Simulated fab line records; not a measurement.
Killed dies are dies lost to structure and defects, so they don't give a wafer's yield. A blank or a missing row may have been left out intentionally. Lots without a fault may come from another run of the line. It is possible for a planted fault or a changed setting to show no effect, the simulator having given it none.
fab line records | flow n5Finfet
record lots=7 wafers=21
route steps=1938 shown BEOL_M10@1513 BEOL_M11@1575 BEOL_M13@1693 BEOL_M14@1753 MIM_BOT@1833 TV_LITHO@1879 PASSIVATION@1915
startH: start of the lot's first displayed wafer, in hours after the record's first day | waitH: how many hours have passed since the lot's step before this one | " same as the row above | L1.1+2: a single row standing in for several wafers | - either no value or no given start | * or withheld: withheld | < > ~ a bound
route shown NAME@n: NAME is a module with steps in the file, n the number in the route of the first one | usual: mean/standard deviation of fault-free wafers | same: alike in all rows | chamber/n: place in a boat | sites: readings site by site | _std_site: standard deviation across them | _edge_site: outer sites' mean less inner sites' | radiusMm: how far each site lies from the wafer's centre | mask NAME#n: copy n | behind: the tool/chamber that last shaped the wafer | hold: cause of the lot's hold/its duration in hours/its outcome | device: names the non-switching transistor (n, p or np) | end of line: the same wafers' tests at the end of the route | for a step that has no rows: nothing shown but its recipe | killed: the dies lost at the first sort to structure and to defects; this is not the yield of the wafer | map: the dies of a wafer, with x for killed, . for not killed, _ for no die there
set.NAME: the setting as run; set.NAME@STEP: as run at that earlier step | model.NAME: the simulator's own value behind a step, which no gauge read
lots with deliberately changed settings; one table per step, one row per wafer
## steps
# step N5_BEOL_M10_ETCH_41
# recipe chemistry=CH3F/O2 target=SiCN targetDepthA=426 taperDeg=2 timeS=86 ionEnergyEv=120 maskMaterial=TiN pressureMtorr=30 sourceW=395 biasW=75 Ar_flow_sccm=150 CH3F_flow_sccm=30 O2_flow_sccm=20
# usual rfVppV=297.0/1.7
# columns lot.wafer tool chamber startH waitH set.sourceW rfVppV model.etch.depthNm
L076.1 rieDiel-03 3 - - 334.8 314.8 30.34
L076.2 " 2 " " 395 293.7 32.42
L076.5 " 3 " " 334.8 314.4 30.73
L080.1 rieDiel-05 3 - - 395 296.9 32.63
L080.3 " 0 " " 395 297.3 32.02
L080.6 " 2 " " 395 296.1 31.52
L089.3 rieDiel-06 1 - - 395 297.7 32.46
L089.4 " 3 " " 395 298.1 32.28
L089.5 " 1 " " 444.5 285.7 34.4
L094.1 rieDiel-03 2 - - 395 294.5 32.08
L094.2 " 1 " " 395 296.5 32.63
L094.5 " 1 " " 395 298.5 32.65
L091.2 rieDiel-06 1 - - 325.3 317.9 29.92
L091.4 " 1 " " 325.3 316.1 29.89
L091.6 " 0 " " 325.3 319.6 30.34
L095.2 rieDiel-03 0 - - 395 295.7 32.11
L095.3 " 2 " " 395 293.6 32.43
L095.6 " 2 " " 395 293.2 32.17
L096.2 rieDiel-05 2 - - 356.1 306.5 32.11
L096.4 " 0 " " 356.1 308.1 30.88
L096.6 " 3 " " 395 297.8 32.45
# step N5_BEOL_M10_STRIP_77
# recipe chemistry=N2/H2 timeS=10 powerW=450 tempC=40 pressureMtorr=20 rfFrequencyHz=6e+07 biasPowerW=7 n2FlowSccm=200 h2FlowSccm=200
# step N5_BEOL_M10_OCD_MEAS_38
# usual trenchDepthNm=147.4/2.1
# columns lot.wafer tool chamber startH waitH set.biasW@BEOL_M10_TRENCH_ETCH_37 trenchDepthNm
L076.1 ocd-02 - 277.65 - 206.7 155.9
L076.2 " - " " 185 147.3
L076.5 " - " " 185 148.9
L080.1 ocd-01 - 296.18 - 185 149.0
L080.3 " - " " 185 146.2
L080.6 " - " " 185 145.5
L089.3 ocd-01 - 371.75 - 160 141.5
L089.4 " - " " 185 146.3
L089.5 " - " " 160 139.9
L094.1 ocd-02 - 391.32 - 154.2 137.3
L094.2 " - " " 185 148.9
L094.5 " - " " 154.2 139.2
L091.2 ocd-02 - 401.92 - 161.1 141.1
L091.4 " - " " 185 146.0
L091.6 " - " " 161.1 142.0
L095.2 ocd-01 - 404.22 - 185 146.8
L095.3 " - " " 185 146.4
L095.6 " - " " 185 145.5
L096.2 ocd-02 - 420.49 - 216.7 159.5
L096.4 " - " " 216.7 153.2
L096.6 " - " " 216.7 154.1
# step N5_BEOL_M10_HM_STRIP_39
# recipe chemistry=peroxideTinStrip material=TiN targetDepthA=250 tempC=50 timeS=158
# step N5_BEOL_M10_SRD_40
# recipe timeS=30 tempC=23 rinseLiquid=diw dry=ipaMarangoni
# step N5_BEOL_M10_PRE_CLEAN_55
# recipe gas=NH3 timeS=15 tempC=withheld rfPowerW=300
# step N5_BEOL_M10_DEP_56
# recipe material=SiCN targetThkA=150 tempC=withheld precursor=3MS/NH3 pressureTorr=3 rfW=202 timeS=26.5
# step N5_BEOL_M10_RS_MEAS_57
# recipe thkMeasGauge=four-point-probe reads=Cu_of_BEOL_M10_ECD_50+Co_of_BEOL_M10_CVD_75+TaN_of_BEOL_M10_ALD_74
# usual M10_RS=0.1531/0.0028
# columns lot.wafer tool chamber startH waitH set.biasW@BEOL_M10_TRENCH_ETCH_37 M10_RS[ohm/sq]
L076.1 filmMetro-01 - 280.55 0.1 206.7 0.1432
L076.2 " - " " 185 0.1500
L076.5 " - " " 185 0.1500
L080.1 filmMetro-01 - 299.14 0.1 185 0.1507
L080.3 " - " " 185 0.1551
L080.6 " - " " 185 0.1564
L089.3 filmMetro-01 - 375.74 0.1 160 0.1606
L089.4 " - " " 185 0.1556
L089.5 " - " " 160 0.1625
L094.1 filmMetro-01 - 394.90 0.1 154.2 0.1686
L094.2 " - " " 185 0.1506
L094.5 " - " " 154.2 0.1647
L091.2 filmMetro-01 - 404.84 0.1 161.1 0.1626
L091.4 " - " " 185 0.1541
L091.6 " - " " 161.1 0.1592
L095.2 filmMetro-01 - 406.97 0.1 185 0.1543
L095.3 " - " " 185 0.1538
L095.6 " - " " 185 0.1551
L096.2 filmMetro-02 - 424.86 0.1 216.7 0.1382
L096.4 " - " " 216.7 0.1449
L096.6 " - " " 216.7 0.1433
# step N5_BEOL_M11_VIA_ETCH_34
# recipe chemistry=C4F6/O2 target=SiCOH_lowk targetDepthA=1845 maskMaterial=SOC taperDeg=4 timeS=69.2 ionEnergyEv=250 pressureMtorr=30 sourceW=345 biasW=185 Ar_flow_sccm=300 C4F6_flow_sccm=10 O2_flow_sccm=10
# columns lot.wafer tool chamber startH waitH set.timeS model.etch.depthNm model.SOC_of_BEOL_M11_COAT_63.thkNm
L076.1 rieDiel-02 0 287.09 0.0 69.2 179.5 92.4
L076.2 " 2 " " 69.2 182.6 92.4
L076.5 " 0 " " 69.2 179.7 92.4
L080.1 rieDiel-02 3 302.88 0.0 69.2 179.9 92.4
L080.3 " 0 " " 69.2 178.3 92.4
L080.6 " 0 " " 69.2 178.4 92.6
L089.3 rieDiel-01 3 379.93 0.0 69.2 179.6 92.2
L089.4 " 2 " " 58.07 153.4 93.2
L089.5 " 2 " " 69.2 183.4 92.2
L094.1 rieDiel-02 3 397.63 0.0 78.81 208.7 91.2
L094.2 " 0 " " 69.2 189 92.2
L094.5 " 2 " " 69.2 183.5 92.6
L091.2 rieDiel-02 3 409.99 0.0 79.71 211.4 90.8
L091.4 " 1 " " 79.71 212.4 90.4
L091.6 " 2 " " 69.2 185.1 91.6
L095.2 rieDiel-04 0 413.98 0.0 69.2 184.6 91.8
L095.3 " 1 " " 69.2 184.5 92.2
L095.6 " 1 " " 69.2 184 91.8
L096.2 rieDiel-04 2 431.65 0.0 69.2 183.4 92.4
L096.4 " 1 " " 69.2 185.1 92.4
L096.6 " 0 " " 56.37 150.1 94.2
# step N5_BEOL_M11_ETCH_41
# recipe chemistry=CH3F/O2 target=SiCN targetDepthA=426 taperDeg=2 timeS=86 ionEnergyEv=120 maskMaterial=TiN pressureMtorr=30 sourceW=395 biasW=75 Ar_flow_sccm=150 CH3F_flow_sccm=30 O2_flow_sccm=20
# columns lot.wafer tool chamber startH waitH set.timeS model.etch.depthNm
L076.1 rieDiel-02 0 - - 86 31.72
L076.2 " 2 " " 86 32.55
L076.5 " 0 " " 66.78 24.87
L080.1 rieDiel-02 3 - - 86 32.44
L080.3 " 0 " " 86 31.81
L080.6 " 0 " " 86 31.92
L089.3 rieDiel-01 3 - - 86 31.62
L089.4 " 2 " " 76.62 28.46
L089.5 " 2 " " 76.62 28.38
L094.1 rieDiel-02 3 - - 86 32.46
L094.2 " 0 " " 99.54 38.23
L094.5 " 2 " " 86 32.74
L091.2 rieDiel-02 3 - - 72.73 27.17
L091.4 " 1 " " 86 32.27
L091.6 " 2 " " 86 32.48
L095.2 rieDiel-04 0 - - 86 32.53
L095.3 " 1 " " 86 32.75
L095.6 " 1 " " 86 32.67
L096.2 rieDiel-04 2 - - 103 38.95
L096.4 " 1 " " 86 32.7
L096.6 " 0 " " 86 32.78
# step N5_BEOL_M13_ETCH_67
# recipe chemistry=CF4 target=SiARC targetDepthA=1430 timeS=238.3 ionEnergyEv=80 pressureMtorr=40 sourceW=545 biasW=36 Ar_flow_sccm=100 cf4FlowSccm=100 ends=cleared
# usual rfVppV=184.7/1
# columns lot.wafer tool chamber startH waitH set.biasW rfVppV
L076.1 rieDiel-01 0 306.59 0.0 36 184.9
L076.2 " 3 " " 32.9 175.0
L076.5 " 0 " " 32.9 173.0
L080.1 rieDiel-04 2 315.00 0.0 36 183.8
L080.3 " 0 " " 33.95 177.8
L080.6 " 0 " " 36 184.1
L089.3 rieDiel-04 1 391.01 0.0 36 185.8
L089.4 " 0 " " 36 184.0
L089.5 " 3 " " 36 183.0
L094.1 rieDiel-02 2 406.14 0.0 30.36 165.4
L094.2 " 0 " " 36 184.9
L094.5 " 3 " " 36 184.1
L091.2 rieDiel-04 0 420.53 0.0 36 184.3
L091.4 " 3 " " 36 183.7
L091.6 " 0 " " 36 186.3
L095.2 rieDiel-02 0 423.92 0.0 36 185.0
L095.3 " 1 " " 36 186.9
L095.6 " 3 " " 36 183.4
L096.2 rieDiel-04 2 443.24 0.0 37.91 191.5
L096.4 " 0 " " 36 185.0
L096.6 " 0 " " 37.91 190.1
# step N5_BEOL_M14_TRENCH_ETCH_34
# recipe chemistry=C4F8/O2/Ar target=SiO2 targetDepthA=5566.5 maskMaterial=SOC heInnerTorr=15 heOuterTorr=30 timeS=126.9 ionEnergyEv=800 pressureMtorr=20 sourceW=1905 biasW=2040 Ar_flow_sccm=400 C4F8_flow_sccm=16 O2_flow_sccm=12
# usual rfVppV=2231/14
# columns lot.wafer tool chamber startH waitH set.biasW rfVppV
L076.1 rieDiel-05 2 312.37 0.0 2040 2245
L076.2 " 1 " " 1869 2105
L076.5 " 1 " " 1869 2107
L080.1 rieDiel-03 1 320.81 0.0 2199 2365
L080.3 " 2 " " 2199 2313
L080.6 " 1 " " 2040 2244
L089.3 rieDiel-03 3 395.30 0.0 2040 2221
L089.4 " 1 " " 2040 2244
L089.5 " 1 " " 2040 2244
L094.1 rieDiel-06 1 415.50 0.0 2040 2228
L094.2 " 3 " " 1781 2035
L094.5 " 3 " " 2040 2238
L091.2 rieDiel-05 0 429.65 0.0 2263 2372
L091.4 " 3 " " 2040 2225
L091.6 " 3 " " 2040 2227
L095.2 rieDiel-06 3 440.55 0.0 2040 2237
L095.3 " 2 " " 2040 2241
L095.6 " 2 " " 2040 2242
L096.2 rieDiel-03 1 452.81 0.0 2040 2243
L096.4 " 2 " " 1764 1979
L096.6 " 0 " " 1764 2004
# step N5_MIM_BOT_SPUTTER_00
# recipe material=TiN targetThkA=350 tempC=200 powerW=3000 chamberPressurePa=0.49996 gas=Ar reactivePartialPa=0.37997 timeS=89.7
# columns lot.wafer tool chamber startH waitH set.powerW model.TiN_of_MIM_BOT_SPUTTER_00.thkNm
L076.1 pvdSputter-01 - 328.18 0.0 3000 35.4
L076.2+5 " - " " 3000 35.2
L080.1 pvdSputter-03 - 334.59 0.0 3000 35.2
L080.3 " - " " 3000 35.4
L080.6 " - " " 3000 34.8
L089.3 pvdSputter-01 - 410.25 0.0 3000 34.6
L089.4 " - " " 3000 34.8
L089.5 " - " " 3346 38.6
L094.1 pvdSputter-02 - 426.75 0.0 3000 35.2
L094.2 " - " " 3486 40.8
L094.5 " - " " 3486 41
L091.2+4 pvdSputter-01 - 444.66 0.0 3000 35
L091.6 " - " " 3348 39.2
L095.2+3+6 pvdSputter-01 - 454.13 0.0 3000 34.6
L096.2 pvdSputter-03 - 466.02 0.0 3000 35.2
L096.4 " - " " 2563 30
L096.6 " - " " 3000 35
# step N5_PASSIVATION_EXPOSE_07
# recipe maskId=TV na=0.55 sourceShape=conventional sigmaOuter=0.8 polarization=unpolarized defocusNm=0 targetCdNm=3000 doseMj=22.75
# columns lot.wafer tool chamber startH waitH mask set.doseMj
L076.1+5 krfScanner-01 0 333.04 - TV#0 24.11
L076.2 " 0 " " TV#0 22.75
L080.1 krfScanner-02 0 339.87 - TV#0 23.42
L080.3+6 " 0 " " TV#0 22.75
L089.3+4+5 krfScanner-02 0 415.87 - TV#0 22.75
L094.1+2 krfScanner-02 0 430.78 - TV#0 22.75
L094.5 " 0 " " TV#0 22.14
L091.2 krfScanner-01 0 452.69 - TV#0 21.73
L091.4+6 " 0 " " TV#0 22.75
L095.2+3+6 krfScanner-01 0 457.85 - TV#0 22.75
L096.2+4+6 krfScanner-02 0 471.14 - TV#0 22.75
# step N5_PASSIVATION_PEB_08
# recipe pebTempC=withheld pebTimeS=*
# step N5_PASSIVATION_DEVELOP_09
# recipe developTimeS=60 rinseLiquid=diw dry=airSpin devTempC=21
# step N5_PASSIVATION_HARDBAKE_11
# recipe tempC=130 timeS=120
# step N5_PASSIVATION_CD_MEAS_10
# recipe targetCdNm=3000 landingEnergyEv=500 detector=seInlens
# usual cdNm=2999.7/1.5
# columns lot.wafer tool chamber startH waitH set.doseMj@PASSIVATION_EXPOSE_07 cdNm
L076.1 cdSem-01 0 333.21 - 24.11 3012.4
L076.2 " 0 " " 22.75 3002.1
L076.5 " 0 " " 24.11 3011.8
L080.1 cdSem-03 0 340.05 - 23.42 3005.9
L080.3 " 0 " " 22.75 2998.2
L080.6 " 0 " " 22.75 3000.8
L089.3 cdSem-01 0 416.04 - 22.75 3001.0
L089.4 " 0 " " 22.75 2997.6
L089.5 " 0 " " 22.75 2999.2
L094.1 cdSem-01 0 430.96 - 22.75 2999.7
L094.2 " 0 " " 22.75 2998.0
L094.5 " 0 " " 22.14 2991.6
L091.2 cdSem-03 0 452.86 - 21.73 2990.1
L091.4 " 0 " " 22.75 2998.6
L091.6 " 0 " " 22.75 2998.4
L095.2 cdSem-02 0 458.02 - 22.75 2999.2
L095.3 " 0 " " 22.75 2999.8
L095.6 " 0 " " 22.75 2997.7
L096.2 cdSem-01 0 471.31 - 22.75 3000.0
L096.4 " 0 " " 22.75 3000.8
L096.6 " 0 " " 22.75 3000.7
# step N5_PASSIVATION_PECVD_53
# recipe material=SiO2 targetThkA=8000 tempC=400 precursor=TEOS/O2 pressureTorr=6.5 rfW=withheld teosFlowSccm=withheld gas=O2 flowSccm=2650 timeS=169.4
# columns lot.wafer tool chamber startH waitH set.tempC model.SiO2_of_PASSIVATION_PECVD_53.thkNm
L076.1 pecvd-02 1 335.91 0.0 414 726.4
L076.2 " 0 " " 400 791.8
L076.5 " 1 " " 414 733.4
L080.1 pecvd-02 2 342.95 0.0 414.5 714.2
L080.3 " 1 " " 414.5 706
L080.6 " 1 " " 400 804.6
L089.3 pecvd-02 1 419.26 0.0 400 783.8
L089.4 " 1 " " 400 791.8
L089.5 " 2 " " 417.6 709.4
L094.1 pecvd-02 2 434.81 0.0 400 790.6
L094.2 " 1 " " 388 866.4
L094.5 " 1 " " 400 806.8
L091.2 pecvd-03 0 456.71 0.0 400 790.8
L091.4 " 2 " " 400 804.2
L091.6 " 0 " " 409.8 760
L095.2 pecvd-01 0 461.13 0.0 400 794.8
L095.3 " 2 " " 400 798.2
L095.6 " 0 " " 400 814.6
L096.2 pecvd-02 1 474.96 0.0 395.4 833.6
L096.4 " 2 " " 400 818.8
L096.6 " 0 " " 395.4 837.4
## key
split step=N5_BEOL_M10_ETCH_41 setting=sourceW stated=395 by=wafer
response step=N5_BEOL_M10_ETCH_41 reading=rfVppV change=-1.16 per=1% r=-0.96
response step=N5_BEOL_M10_ETCH_41 reading=model.etch.depthNm change=+0.131 per=1% r=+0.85
split step=N5_BEOL_M11_VIA_ETCH_34 setting=timeS stated=69.2 by=wafer
response step=N5_BEOL_M11_VIA_ETCH_34 reading=model.etch.depthNm change=+1.76 per=1% r=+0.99
response step=N5_BEOL_M11_VIA_ETCH_34 reading=model.SOC_of_BEOL_M11_COAT_63.thkNm change=-0.0793 per=1% r=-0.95
split step=N5_BEOL_M11_ETCH_41 setting=timeS stated=86 by=wafer
response step=N5_BEOL_M11_ETCH_41 reading=model.etch.depthNm change=+0.327 per=1% r=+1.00
split step=N5_BEOL_M13_ETCH_67 setting=biasW stated=36 by=wafer
response step=N5_BEOL_M13_ETCH_67 reading=rfVppV change=+1.21 per=1% r=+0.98
split step=N5_BEOL_M14_TRENCH_ETCH_34 setting=biasW stated=2040 by=wafer
response step=N5_BEOL_M14_TRENCH_ETCH_34 reading=rfVppV change=+15.8 per=1% r=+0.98
split step=N5_MIM_BOT_SPUTTER_00 setting=powerW stated=3000 by=wafer
response step=N5_MIM_BOT_SPUTTER_00 reading=model.TiN_of_MIM_BOT_SPUTTER_00.thkNm change=+0.351 per=1% r=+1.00
split step=N5_PASSIVATION_EXPOSE_07 setting=doseMj stated=22.75 by=wafer
response step=N5_PASSIVATION_CD_MEAS_10 reading=cdNm change=+1.89 per=1% r=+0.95
split step=N5_PASSIVATION_PECVD_53 setting=tempC stated=400 by=wafer
response step=N5_PASSIVATION_PECVD_53 reading=model.SiO2_of_PASSIVATION_PECVD_53.thkNm change=-19.9 per=1% r=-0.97
split outsideThisFile step=N5_BEOL_M10_TRENCH_ETCH_37 setting=biasW
# split outsideThisFile: this setting was split too, and the file shows its column; the key of that split is in another file
